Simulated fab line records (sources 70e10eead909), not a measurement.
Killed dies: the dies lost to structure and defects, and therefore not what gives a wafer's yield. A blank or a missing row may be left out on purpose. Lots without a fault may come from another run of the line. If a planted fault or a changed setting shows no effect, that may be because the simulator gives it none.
fab line records    flow nand-harc
[record] lots = 6  wafers = 18  last-day = 31
route steps=1302 shown P_GATE@136 END@1302
lots that met no fault: taken from a fault-free run of the same line
start-h: hours from the record's opening day to when the first of the lot's shown wafers began    wait-h: hours since the lot's step before    " as in the row above    L1.1+2: a single row standing in for several wafers    - no value, or no start was given    * or withheld: withheld    < > ~ a bound
route shown NAME@n: NAME is a module with steps in the file, n the number in the route of the first one    usual: mean and standard deviation over wafers with no fault    same: alike in all rows    chamber/n: place in a boat    sites: the reading at each site    _std_site: their standard deviation    _edge_site: the outer-site mean with the inner-site mean subtracted    radius-mm: for every site, how far away it sits from the centre of the wafer    mask NAME#n: copy n    behind: tool/chamber where the wafer was last shaped    hold: what put the lot on hold/how long, in hours/how the hold closed    device: the n, p or np transistor that did not switch    end of line: the route-end tests of the same wafers    for a step that has no rows: nothing shown but its recipe    killed: not the wafer's yield, but the dies lost to structure and defects at the first sort    map: a wafer's dies, x killed, . not, _ none there
set.NAME: the run value of the setting; set.NAME@STEP: its run value at that earlier step    model.NAME: the simulator's own value behind a step, which no gauge read
certain route steps with their lots: each step a table, each wafer a row
services: the hour from which a tool's chamber was out of use, counted from the record's first day as start-h (under 0 if before that day), plus the number of hours and why
[[steps]]
[step NHARC_P_GATE_SOFTBAKE_21]
[recipe] temp-c = 105  time-s = 55
[step NHARC_P_GATE_EBR_22]
[step NHARC_P_GATE_EXPOSE_23]
[recipe] na = 1.35  target-cd-nm = 120  dose-mj = 93.91  mask-id = P_GATE
[step NHARC_P_GATE_PEB_24]
[recipe] peb-temp-c = 100  peb-time-s = 65
[step NHARC_P_GATE_DEVELOP_25]
[recipe] develop-time-s = 35  dev-temp-c = 23
[step NHARC_P_GATE_CD_MEAS_26]
[recipe] target-cd-nm = 120  landing-energy-ev = 500
[usual] cd-nm = 119.8/0.45
lot.wafer  tool       chamber  start-h  wait-h  cd-nm
L807.2     cd-sem-02  0        102.87   -       120.1
L807.5     "          0        "        "       119.8
L807.6     "          0        "        "       120.1
L815.3     cd-sem-03  0        177.48   -       119.4
L815.4     "          0        "        "       120.2
L815.5     "          0        "        "       119.9
L816.2     cd-sem-02  0        181.61   -       119.3
L816.4     "          0        "        "       119.2
L816.6     "          0        "        "       119.3
L819.2     cd-sem-01  0        215.59   -       119.1
L819.4     "          0        "        "       120.3
L819.5     "          0        "        "       119.4
L824.1     cd-sem-03  0        271.61   -       120.4
L824.3     "          0        "        "       120.5
L824.6     "          0        "        "       119.4
L825.2     cd-sem-03  0        276.20   -       119.5
L825.3     "          0        "        "       119.4
L825.6     "          0        "        "       119.9
[step NHARC_P_GATE_OVL_MEAS_27]
[usual] overlay-x-nm = 0.1/0.76  overlay-y-nm = 0.0/0.95
lot.wafer  tool        chamber  start-h  wait-h  overlay-x-nm  overlay-y-nm
L807.2     overlay-01  -        102.96   -       -1.8          -1.7
L807.5     "           -        "        "       -1.4          -1.1
L807.6     "           -        "        "       -1.4          -1.3
L815.3     overlay-01  -        177.56   -       -1.3          0.6
L815.4     "           -        "        "       -0.8          0.2
L815.5     "           -        "        "       -0.6          0.4
L816.2     overlay-02  -        181.69   -       -0.8          -0.3
L816.4     "           -        "        "       -0.6          -0.2
L816.6     "           -        "        "       -0.9          0.1
L819.2     overlay-01  -        215.68   -       0.2           -0.6
L819.4     "           -        "        "       0.4           -0.5
L819.5     "           -        "        "       0.4           -0.3
L824.1     overlay-02  -        271.70   -       -0.1          -0.4
L824.3     "           -        "        "       -0.1          -0.5
L824.6     "           -        "        "       0.1           -0.2
L825.2     overlay-01  -        276.28   -       0.1           1.3
L825.3     "           -        "        "       -0.3          1.3
L825.6     "           -        "        "       -0.4          1.3
[step NHARC_P_GATE_INSPECT_28]
[usual] raw-defect-count = 6.0/3
lot.wafer  tool               chamber  start-h  wait-h  raw-defect-count
L807.2     defect-inspect-01  -        102.99   0.0     3
L807.5     "                  -        "        "       9
L807.6     "                  -        "        "       4
L815.3     defect-inspect-01  -        177.60   0.0     4
L815.4     "                  -        "        "       3
L815.5     "                  -        "        "       10
L816.2     defect-inspect-01  -        181.73   0.0     4
L816.4     "                  -        "        "       4
L816.6     "                  -        "        "       5
L819.2     defect-inspect-01  -        215.71   0.0     5
L819.4     "                  -        "        "       7
L819.5     "                  -        "        "       6
L824.1     defect-inspect-01  -        271.74   0.0     5
L824.3     "                  -        "        "       5
L824.6     "                  -        "        "       5
L825.2     defect-inspect-02  -        276.32   0.0     4
L825.3     "                  -        "        "       5
L825.6     "                  -        "        "       11
[step NHARC_P_GATE_DESCUM_31]
[recipe] time-s = 3  o2-flow-sccm = 200  ar-flow-sccm = 0  bias-power-w = 0  chemistry = O2
[usual] drypump-motor-current-A = 5.7/0.47  oes-product-au = 0.999/0.012  rf-vpp-V = 58.1/0.85  showerhead-plenum-p-Torr = 1.96/0.076  throttle-valve-pct = 11.311/0.0095
lot.wafer  tool         chamber  start-h  wait-h  drypump-motor-current-A  oes-product-au  rf-hours-counter-h  rf-vpp-V  showerhead-plenum-p-Torr  throttle-valve-pct
L807.2     rie-diel-04  0        103.12   0.1     6.8                      1.011           5                   57.7      1.82                      11.303
L807.5     "            0        "        "       6.7                      1.007           -                   58.1      1.82                      11.296
L807.6     "            2        "        "       6.2                      1.012           -                   57.6      1.83                      11.318
L815.4     rie-diel-04  1        177.67   0.1     5.7                      1.033           6                   59.4      1.92                      11.320
L815.3     "            2        "        "       6.2                      1.006           7                   56.6      1.83                      11.302
L815.5     "            0        "        "       6.8                      1.006           -                   56.6      1.82                      11.308
L816.4     rie-diel-09  2        181.79   0.1     6.2                      0.995           3                   58.1      2.02                      11.337
L816.2     "            0        "        "       6.4                      0.993           3                   58.2      1.97                      11.295
L816.6     "            3        "        "       5.9                      1.000           -                   58.4      2.03                      11.301
L819.4     rie-diel-09  3        215.78   0.1     5.9                      0.997           4                   59.1      2.03                      11.315
L819.2     "            0        "        "       6.4                      0.993           4                   58.3      1.97                      11.304
L819.5     "            2        "        "       6.2                      0.986           -                   57.5      2.02                      11.308
L824.3     rie-diel-10  3        271.81   0.1     5.6                      0.995           0                   56.7      2.06                      11.331
L824.1     "            1        "        "       5.3                      1.005           0                   57.6      1.91                      11.323
L824.6     "            3        "        "       5.6                      0.996           -                   58.3      2.06                      11.319
L825.2     rie-diel-10  2        276.38   0.1     5.6                      0.994           0                   58.1      1.92                      11.320
L825.3     "            3        "        "       5.6                      1.005           0                   57.7      2.06                      11.308
L825.6     "            3        "        "       5.6                      1.000           -                   58.7      2.06                      11.322
[step NHARC_P_GATE_ETCH_104]
[recipe] target-depth-a = 600  time-s = withheld  cf4-flow-sccm = 100  chf3-flow-sccm = 30  ar-flow-sccm = 0  rf-w = 500  bias-w = 200  chemistry = CF4/CHF3
[usual] drypump-motor-current-A = 5.7/0.49  oes-product-au = 0.954/0.021  rf-vpp-V = 371.9/2.1  showerhead-plenum-p-Torr = 1.61/0.058  throttle-valve-pct = 16.803/0.0093
lot.wafer  tool         chamber  start-h  wait-h  drypump-motor-current-A  oes-product-au  rf-vpp-V  showerhead-plenum-p-Torr  throttle-valve-pct
L807.2     rie-diel-04  3        103.21   0.1     4.8                      0.940           374.1     1.68                      16.794
L807.6     "            0        "        "       6.8                      0.949           367.8     1.50                      16.798
L807.5     "            2        "        "       6.3                      0.941           368.5     1.51                      16.812
L815.3     rie-diel-04  3        177.75   0.1     4.8                      0.979           375.2     1.68                      16.804
L815.4     "            0        "        "       6.8                      0.949           367.3     1.50                      16.801
L815.5     "            3        "        "       4.8                      0.977           373.9     1.68                      16.805
L816.2     rie-diel-09  1        181.87   0.1     5.2                      0.973           373.4     1.62                      16.810
L816.4     "            0        "        "       6.4                      0.961           372.7     1.62                      16.807
L816.6     "            1        "        "       5.3                      0.968           371.6     1.62                      16.813
L819.2     rie-diel-09  2        215.87   0.1     6.2                      0.940           372.9     1.65                      16.809
L819.4     "            3        "        "       5.9                      0.960           373.4     1.66                      16.804
L819.5     "            1        "        "       5.2                      0.970           373.4     1.62                      16.818
L824.1     rie-diel-10  0        271.89   0.1     5.8                      0.922           372.6     1.64                      16.812
L824.3     "            2        "        "       5.6                      0.918           369.8     1.58                      16.810
L824.6     "            0        "        "       5.8                      0.923           373.7     1.64                      16.797
L825.2     rie-diel-10  2        276.47   0.1     5.6                      0.924           369.8     1.58                      16.801
L825.3     "            3        "        "       5.6                      0.938           374.5     1.69                      16.816
L825.6     "            0        "        "       5.8                      0.915           373.3     1.64                      16.815
[step NHARC_P_GATE_HM_OPEN_105]
[recipe] target-depth-a = 3600  o2-flow-sccm = 400  cos-flow-sccm = 20  ar-flow-sccm = 0  rf-w = 500  bias-w = 300  chemistry = O2/COS
[step NHARC_P_GATE_STRIP_106]
[recipe] o2-flow-sccm = 400  cos-flow-sccm = 20  ar-flow-sccm = 0  bias-w = 0  chemistry = O2/COS
[step NHARC_P_GATE_ETCH_114]
[recipe] target-depth-a = 300  overetch-a = 30  time-s = 16.5  ion-energy-ev = 100  cf4-flow-sccm = 80  o2-flow-sccm = 20  ar-flow-sccm = 0  rf-w = 300  bias-w = 100  chemistry = CF4/O2
[usual] drypump-motor-current-A = 5.7/0.46  oes-product-au = 0.998/0.011  rf-vpp-V = 198.6/1.3  showerhead-plenum-p-Torr = 1.37/0.05  throttle-valve-pct = 13.397/0.009
lot.wafer  tool         chamber  start-h  wait-h  drypump-motor-current-A  oes-product-au  rf-hours-counter-h  rf-vpp-V  showerhead-plenum-p-Torr  throttle-valve-pct
L807.2     rie-diel-04  3        103      -       4.8                      0.995           5                   199.7     1.43                      13.412
L807.5     "            2        "        "       6.3                      1.002           -                   196.5     1.28                      13.384
L807.6     "            3        "        "       4.8                      1.004           -                   200.2     1.43                      13.409
L815.4     rie-diel-09  2        178.06   0.1     6.1                      0.991           3                   199.4     1.41                      13.393
L815.3     "            0        "        "       6.3                      1.010           3                   199.2     1.37                      13.373
L815.5     "            3        "        "       5.9                      1.012           -                   200.4     1.41                      13.401
L816.2     rie-diel-09  3        182      -       5.9                      1.006           3                   199.5     1.41                      13.392
L816.4     "            2        "        "       6.1                      0.989           3                   199.3     1.41                      13.390
L816.6     "            0        "        "       6.4                      0.983           -                   198.9     1.37                      13.399
L819.2     rie-diel-09  2        216      -       6.2                      0.997           4                   200.1     1.40                      13.387
L819.4     "            3        "        "       5.9                      1.011           4                   199.6     1.41                      13.400
L819.5     "            3        "        "       5.9                      1.023           -                   199.1     1.41                      13.401
L824.3     rie-diel-10  2        272      -       5.6                      0.999           0                   198.8     1.34                      13.389
L824.1     "            0        "        "       5.8                      0.994           0                   200.3     1.39                      13.404
L824.6     "            3        "        "       5.6                      1.003           -                   200.1     1.44                      13.405
L825.3     rie-diel-10  1        276      -       5.4                      1.008           1                   195.9     1.34                      13.399
L825.2     "            2        "        "       5.6                      1.007           0                   198.5     1.34                      13.410
L825.6     "            1        "        "       5.4                      1.014           -                   198.0     1.33                      13.389
[step NHARC_P_GATE_ETCH_32]
[recipe] target-depth-a = 1500  over-etch-frac = 1  over-etch-ion-energy-ev = 40  time-s = 100.1  hbr-flow-sccm = 150  cl2-flow-sccm = 50  rf-w = 400  icp-w = 400  bias-w = 100  chemistry = HBr/Cl2
[usual] drypump-motor-current-A = 5.6/0.45  hbr-flow-sccm = 150.0/0.41  oes-product-au = 1.001/0.0091  throttle-valve-pct = 26.406/0.0092
lot.wafer  tool       chamber  start-h  wait-h  drypump-motor-current-A  hbr-flow-sccm  oes-product-au  rf-hours-counter-h  throttle-valve-pct
L807.2     rie-si-05  3        104.09   -       6.5                      150.4          0.982           0.9                 26.399
L807.6     "          0        "        "       5.9                      149.8          0.999           -                   26.411
L807.5     "          1        "        "       5.5                      150.2          0.998           -                   26.413
L815.3     rie-si-06  0        178.14   -       6.0                      150.0          1.004           0.6                 26.399
L815.4     "          0        "        "       6.1                      149.7          1.006           -                   26.398
L815.5     "          2        "        "       5.3                      150.1          1.011           -                   26.418
L816.2     rie-si-06  1        182.27   -       5.2                      149.5          0.999           0.8                 26.400
L816.4     "          0        "        "       6.0                      150.3          1.004           -                   26.410
L816.6     "          1        "        "       5.2                      149.7          1.006           -                   26.407
L819.4     rie-si-02  1        216.26   -       5.7                      150.0          0.981           0.7                 26.404
L819.2     "          2        "        "       5.5                      150.1          1.001           0.5                 26.416
L819.5     "          3        "        "       4.9                      149.7          1.001           -                   26.403
L824.1     rie-si-06  2        272.26   -       5.3                      149.2          1.021           0.1                 26.404
L824.3     "          1        "        "       5.2                      149.9          1.002           0.1                 26.394
L824.6     "          0        "        "       6.1                      150.3          1.003           -                   26.403
L825.2     rie-si-05  2        276.87   -       6.0                      150.2          1.008           0.6                 26.387
L825.3     "          3        "        "       6.5                      149.4          0.991           0.8                 26.413
L825.6     "          1        "        "       5.4                      150.2          0.991           -                   26.390
[step NHARC_P_GATE_STRIP_108]
[recipe] o2-flow-sccm = 500  ar-flow-sccm = 0  bias-w = 0  chemistry = O2
[usual] drypump-motor-current-A = 5.8/0.62  oes-product-au = 1.003/0.012  rf-vpp-V = 57.9/0.82  showerhead-plenum-p-Torr = 3.57/0.15  throttle-valve-pct = 17.036/0.009
lot.wafer  tool         chamber  start-h  wait-h  drypump-motor-current-A  oes-product-au  rf-hours-counter-h  rf-vpp-V  showerhead-plenum-p-Torr  throttle-valve-pct
L807.2     rie-diel-04  0        104.20   -       6.8                      1.016           5.1                 57.9      3.36                      17.031
L807.6     "            0        "        "       6.8                      1.011           -                   57.6      3.36                      17.050
L807.5     "            1        "        "       5.8                      1.025           -                   57.7      3.54                      17.045
L815.3     rie-diel-09  0        178.33   -       6.4                      0.985           2.7                 58.3      3.62                      17.058
L815.4     "            3        "        "       5.9                      1.006           2.5                 58.2      3.73                      17.038
L815.5     "            0        "        "       6.4                      0.993           -                   59.3      3.62                      17.024
L816.4     rie-diel-10  2        182.44   -       5.6                      0.985           6.2                 57.2      3.54                      17.040
L816.2     "            1        "        "       5.4                      0.998           6.2                 57.3      3.53                      17.048
L816.6     "            2        "        "       5.6                      0.982           -                   59.3      3.54                      17.045
L819.4     rie-diel-04  0        216.43   -       6.8                      1.006           1.9                 57.0      3.36                      17.031
L819.2     "            1        "        "       5.8                      1.018           1.8                 58.8      3.54                      17.040
L819.5     "            3        "        "       4.8                      0.997           -                   57.9      3.77                      17.036
L824.1     rie-diel-04  1        272.45   -       5.8                      1.029           4.7                 60.2      3.54                      17.042
L824.3     "            3        "        "       4.8                      0.990           5.3                 58.4      3.77                      17.034
L824.6     "            1        "        "       5.8                      1.017           -                   57.7      3.54                      17.040
L825.3     rie-diel-04  1        277.00   -       5.8                      1.019           4.8                 57.8      3.54                      17.049
L825.2     "            3        "        "       4.8                      0.995           5.3                 57.5      3.77                      17.037
L825.6     "            2        "        "       6.3                      0.999           -                   57.1      3.39                      17.039
[step NHARC_P_GATE_CD_MEAS_33]
[usual] cd-nm = 120.6/2.4
lot.wafer  tool       chamber  start-h  wait-h  cd-nm
L807.2     cd-sem-03  -        104.38   -       119.1
L807.5     "          -        "        "       122.7
L807.6     "          -        "        "       115.9
L815.3     cd-sem-02  -        178.51   -       116.2
L815.4     "          -        "        "       118.8
L815.5     "          -        "        "       120.8
L816.2     cd-sem-02  -        182.62   -       116.9
L816.4     "          -        "        "       121.3
L816.6     "          -        "        "       121.9
L819.2     cd-sem-03  -        216.57   -       116.6
L819.4     "          -        "        "       120.0
L819.5     "          -        "        "       124.4
L824.1     cd-sem-03  -        272.63   -       122.8
L824.3     "          -        "        "       121.7
L824.6     "          -        "        "       121.5
L825.2     cd-sem-03  -        277.18   -       120.7
L825.3     "          -        "        "       117.9
L825.6     "          -        "        "       117.5
[step NHARC_P_GATE_STRIP_35]
[recipe] time-s = 600  temp-c = 130  chemistry = SPM
[step NHARC_P_GATE_PRECLEAN_73]
[recipe] time-s = *  temp-c = 50  bath-age-min = 0  chemistry = SC1
[step NHARC_P_GATE_SRD_74]
[step NHARC_P_GATE_ALD_36]
[recipe] target-thk-a = 200  pulse-time-s = 60  ald-cycles = 223  temp-c = 400  material = SiNx
[step NHARC_P_GATE_ETCHBACK_37]
[recipe] target-depth-a = 345  time-s = 17.2  chf3-flow-sccm = 50  o2-flow-sccm = 10  ar-flow-sccm = 200  rf-w = 500  bias-w = 200  chemistry = CHF3/O2
[step NHARC_P_GATE_STRIP_101]
[recipe] time-s = 20  o2-flow-sccm = 500  ar-flow-sccm = 0  bias-w = 0  chemistry = O2
[step NHARC_P_GATE_PRECLEAN_97]
[recipe] time-s = 600  temp-c = 120  chemistry = SPM
[step NHARC_P_GATE_SRD_98]
[step NHARC_P_GATE_PRECLEAN_99]
[recipe] time-s = *  temp-c = 50  bath-age-min = 0  chemistry = SC1
[step NHARC_P_GATE_SRD_100]
[step NHARC_P_GATE_DEHYDRATE_38]
[recipe] temp-c = 150  time-s = 120
[step NHARC_P_GATE_HMDS_39]
[recipe] time-s = 30
[step NHARC_P_GATE_COAT_40]
[recipe] spin-rpm = 3000
[step NHARC_P_GATE_SOFTBAKE_41]
[recipe] temp-c = 122  time-s = 95
[step NHARC_P_GATE_EBR_42]
[step NHARC_P_GATE_EXPOSE_43]
[recipe] na = 0.6  target-cd-nm = 720  dose-mj = 14.81  mask-id = P_NSD
[step NHARC_P_GATE_PEB_44]
[recipe] peb-temp-c = 118  peb-time-s = 85
[step NHARC_P_GATE_DEVELOP_45]
[recipe] time-s = 70
[step NHARC_P_GATE_CD_MEAS_46]
[recipe] target-cd-nm = 720  landing-energy-ev = 500
[usual] cd-nm = 721.3/1.9
lot.wafer  tool       chamber  start-h  wait-h  cd-nm
L807.2     cd-sem-03  0        115.42   -       719.3
L807.5     "          0        "        "       722.7
L807.6     "          0        "        "       719.3
L815.3     cd-sem-02  0        189.55   -       723.7
L815.4     "          0        "        "       721.9
L815.5     "          0        "        "       722.6
L816.2     cd-sem-01  0        193.67   -       719.0
L816.4     "          0        "        "       720.2
L816.6     "          0        "        "       720.4
L819.2     cd-sem-03  0        227.52   -       721.8
L819.4     "          0        "        "       721.9
L819.5     "          0        "        "       719.7
L824.1     cd-sem-03  0        283.61   -       721.4
L824.3     "          0        "        "       718.5
L824.6     "          0        "        "       719.9
L825.2     cd-sem-03  0        290.25   -       721.5
L825.3     "          0        "        "       721.2
L825.6     "          0        "        "       721.1
[step NHARC_P_GATE_HARDBAKE_47]
[recipe] temp-c = 125  time-s = 80
[step NHARC_P_GATE_DESCUM_48]
[recipe] time-s = 3  o2-flow-sccm = 200  ar-flow-sccm = 0  bias-power-w = 0  chemistry = O2
[step NHARC_P_GATE_IMPLANT_49]
[recipe] energy-kev = 30  dose-cm2 = 3e+15  tilt-deg = 7
[step NHARC_P_GATE_STRIP_111]
[recipe] power-w = 1500  temp-c = 110  time-s = 250  chemistry = N2/H2
[step NHARC_P_GATE_STRIP_75]
[recipe] power-w = 1500  temp-c = 250  chemistry = O2
[usual] drypump-motor-current-A = 5.7/0.77  heater-power-w = 357/29
lot.wafer  tool             chamber  start-h  wait-h  drypump-motor-current-A  heater-power-w  rf-hours-counter-h
L807.2     plasma-asher-01  1        116.25   0.2     6.3                      395             24
L807.5     "                0        "        "       5.4                      385             -
L807.6     "                1        "        "       6.3                      398             -
L815.3     plasma-asher-01  1        190.42   0.2     6.4                      379             -
L815.4     "                0        "        "       5.4                      372             -
L815.5     "                1        "        "       6.3                      391             -
L816.2     plasma-asher-02  1        194.59   0.3     6.6                      312             24
L816.4     "                1        "        "       6.6                      320             -
L816.6     "                1        "        "       6.6                      315             -
L819.2     plasma-asher-01  0        228.35   0.2     5.4                      380             10
L819.4     "                0        "        "       5.4                      386             -
L819.5     "                1        "        "       6.3                      403             -
L824.1     plasma-asher-02  0        284.46   0.2     4.7                      350             4
L824.3     "                0        "        "       4.7                      348             -
L824.6     "                0        "        "       4.7                      359             -
L825.2     plasma-asher-02  1        291.15   0.2     6.6                      311             6
L825.3     "                1        "        "       6.6                      321             -
L825.6     "                0        "        "       4.7                      350             -
[step NHARC_P_GATE_STRIP_50]
[recipe] time-s = 900  temp-c = 130  chemistry = SPM
[step NHARC_P_GATE_DEHYDRATE_51]
[recipe] temp-c = 150  time-s = 120
[step NHARC_P_GATE_INSPECT_68]
[usual] raw-defect-count = 189/65
lot.wafer  tool               chamber  start-h  wait-h  raw-defect-count
L807.2     defect-inspect-01  -        121.96   0.1     211
L807.5     "                  -        "        "       305
L807.6     "                  -        "        "       272
L815.3     defect-inspect-02  -        196.15   0.1     156
L815.4     "                  -        "        "       103
L815.5     "                  -        "        "       151
L816.2     defect-inspect-02  -        200.35   0.1     538
L816.4     "                  -        "        "       802
L816.6     "                  -        "        "       570
L819.2     defect-inspect-01  -        234.13   0.1     571
L819.4     "                  -        "        "       541
L819.5     "                  -        "        "       575
L824.1     defect-inspect-02  -        290.43   0.2     303
L824.3     "                  -        "        "       140
L824.6     "                  -        "        "       106
L825.2     defect-inspect-01  -        296.64   0.1     292
L825.3     "                  -        "        "       207
L825.6     "                  -        "        "       232
[step NHARC_END_SORT_01]
[recipe] temp-c = 25
[usual] killed-at-array = 62/20  killed-at-other = 0.8/1.1  killed-at-periphery = 3.5/2.4  killed-dies = 66/21  killed-open = 3.5/1.9  killed-short = 2.5/1.7
[same] gross-dies = 677
lot.wafer  tool       chamber  start-h  wait-h  killed-at-array  killed-at-other  killed-at-periphery  killed-dies  killed-open  killed-short
L816.2     prober-02  0        644.50   2.8     75               0                59                   134          2            0
L816.4     prober-02  0        646.11   3.4     70               1                82                   153          4            1
L816.6     prober-02  0        647.72   4.0     79               1                59                   139          2            0
L819.2     prober-02  0        689.68   2.8     64               2                76                   142          2            5
L819.4     prober-02  0        691.28   3.4     69               0                53                   122          6            6
L819.5     prober-02  0        692.08   3.7     63               0                51                   114          1            0
// killed by level:class
L816.2 P_GATE:unspecified=57 A_SLIT:chamber-film-flake=32 A_CHANNEL_HOLE_D2:chamber-film-flake=29 A_STAIRCASE:chamber-film-flake=6 A_CHANNEL_HOLE_D1:chamber-film-flake=3 A_CONTACT:chamber-film-flake=3 P_CONTACT:geometric-particle:open=1 A_ONON_D1:geometric-particle:open=1
L816.4 P_GATE:unspecified=81 A_SLIT:chamber-film-flake=32 A_CHANNEL_HOLE_D2:chamber-film-flake=25 A_CONTACT:chamber-film-flake=3 A_CHANNEL_HOLE_D1:chamber-film-flake=2 A_WL_FILL:chamber-film-flake=2 P_M1:geometric-particle:open=1 A_DECK1_JOINT:geometric-particle:open=1
L816.6 P_GATE:unspecified=59 A_SLIT:chamber-film-flake=40 A_CHANNEL_HOLE_D2:chamber-film-flake=29 A_CHANNEL_HOLE_D1:chamber-film-flake=6 A_CHANNEL_FILL_D2:geometric-particle:open=1 A_M0:geometric-particle:open=1 A_CHANNEL_FILL_D1:chamber-film-flake=1 A_WL_FILL:chamber-film-flake=1
L819.2 P_GATE:unspecified=75 A_CHANNEL_HOLE_D2:chamber-film-flake=22 A_SLIT:chamber-film-flake=21 A_STAIRCASE:chamber-film-flake=7 A_CHANNEL_HOLE_D1:chamber-film-flake=4 A_CHANNEL_FILL_D1:geometric-particle:short=2 A_CONTACT:chamber-film-flake=2 P_GATE:geometric-particle:open=1
L819.4 P_GATE:unspecified=53 A_SLIT:chamber-film-flake=31 A_CHANNEL_HOLE_D2:chamber-film-flake=16 A_CONTACT:chamber-film-flake=4 A_CHANNEL_FILL_D2:geometric-particle:short=3 A_CHANNEL_HOLE_D1:chamber-film-flake=3 A_ONON_D1:geometric-particle:open=2 A_STAIRCASE:chamber-film-flake=2
L819.5 P_GATE:unspecified=50 A_SLIT:chamber-film-flake=28 A_CHANNEL_HOLE_D2:chamber-film-flake=20 A_STAIRCASE:chamber-film-flake=4 A_CHANNEL_HOLE_D1:chamber-film-flake=3 A_BONDPAD:chamber-film-flake=3 A_DECK1_JOINT:geometric-particle:open=1 A_CONTACT:chamber-film-flake=1
// map L816.4 (x killed, . not)
____________.____________
_________......._________
_______..........._______
______.............______
_____..........x...._____
____......x..........____
____.....x.x.........____
___......x....x.......___
___......xxxxxx.......___
__......x.xxxxxx.......__
__......xxxxxxx........__
_.....x..xxxxxxxx......._
_.......xxxxxxxxx......._
_......xxxxxxxxx........_
_.......xxxxxxxx........_
_.......xxxxxx.x........_
........xxxxxxx..........
.........xx.xx...........
.........xxxxxx..........
...........x.............
.....x..x................
_....x..x..............._
_....x..xx.x............_
_....x..xx..x..........._
_.......x..xx..........._
_...x...xxxxxx.........._
__.....xxxxxxx.........__
__.....xxxxxxxx........__
___xx..xxxxxxx........___
___.....xxxxx.x.......___
____.....xxxx....x...____
____.....xxxx.x......____
_____...x..........._____
______....x..x.....______
_______...x......._______
_________.x....._________
____________.____________
// map L819.2 (x killed, . not)
____________.____________
_________......._________
_______..........._______
______.............______
_____..............._____
____.......x......x..____
____xx....xx.x.......____
___x......xxxxx.......___
___......xxxxx........___
__.....xxxxxxxxx.......__
__......xxxxxxx.x......__
_....x.xxxxxxxxx....x..._
_.......xxxxxxxx........_
_......xxxxxxxxxx.x....._
_.......xxxxxxxx........_
_........xxxxxxx........_
........xxxxxxx..........
.........x.xxxx.x..x.....
............xxxx.........
..........x.x..x.......x.
...........xxxx..........
_.........x.x..........._
_...........xxx........._
_......x..xx............_
_........x.........x...._
_.......x..............._
__.......x.x...........__
__......xx.x...........__
___.....xx.x.x.......x___
___...xx..xx.x........___
____...xxx.x.........____
____.....x.x.........____
_____..xx..xx......._____
______.............______
_______..........._______
_________......._________
____________.____________
[[services]]
tool             chamber  start-h  hours  kind
rie-diel-10      0        79.33    5.3    repair
rie-diel-04      1        96.20    7.9    repair
rie-si-06        0        102.69   12.5   repair
rie-si-05        -        113.37   0.2    repair
rie-si-05        2        126.19   1.4    repair
rie-si-05        -        128.00   9.0    pm
rie-diel-09      -        143.10   9.0    pm
plasma-asher-01  -        165.20   9.0    pm
rie-si-06        3        166.60   117.5  repair
rie-diel-04      -        177.90   9.0    pm
rie-si-06        0        184.58   1.5    repair
rie-diel-04      -        187.54   0.6    repair
rie-diel-10      0        189.62   12.9   repair
rie-diel-09      1        190.97   8.8    repair
rie-si-06        -        218.40   0.4    repair
rie-diel-09      0        236.91   5.7    repair
rie-diel-10      -        242.52   9.0    pm
plasma-asher-02  -        247.96   0.6    repair
rie-si-06        -        249.07   9.0    pm
plasma-asher-02  -        254.47   9.0    pm
rie-diel-10      -        269.23   0.3    repair
rie-diel-04      2        278.73   2.1    repair
rie-diel-09      2        280.90   45.9   repair
rie-diel-09      3        288.76   1.9    repair
[[key]]
[first-sign] step = NHARC_P_GATE_INSPECT_68  reading = raw-defect-count  direction = up  sigmas = 6.4  usual = 189  struck = 600
[effect] step = NHARC_END_SORT_01  reading = killed-at-periphery  direction = up  sigmas = 24  usual = 3.5  struck = 63.3
[more-kills-born-at] NHARC_P_GATE_ETCH_114@rie-diel-09 = 375
met-at NHARC_P_GATE_ETCH_114
struck-wafers L816.2,L816.4,L816.6,L819.2,L819.4,L819.5
tester-left-out L816,L819
onset-between 178.06 182
also-fits NHARC_P_GATE_DESCUM_31:rie-diel-09,NHARC_P_GATE_ETCH_104:rie-diel-09
[fault] kind = chamber-particle-source  tool = rie-diel-09  chamber = -  onset-h = 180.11  steps = NHARC_P_GATE_ETCH_114  rate-per-visit-cm2 = 0.6266  end-h = 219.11
// tester-left-out: of these lots the tester's yield and bins aren't shown, on N5 and GAA mostly nor the transistor test; their killed dies are dies lost to structure and defects alone, not to doping, threshold or leakage, so they don't give the yield
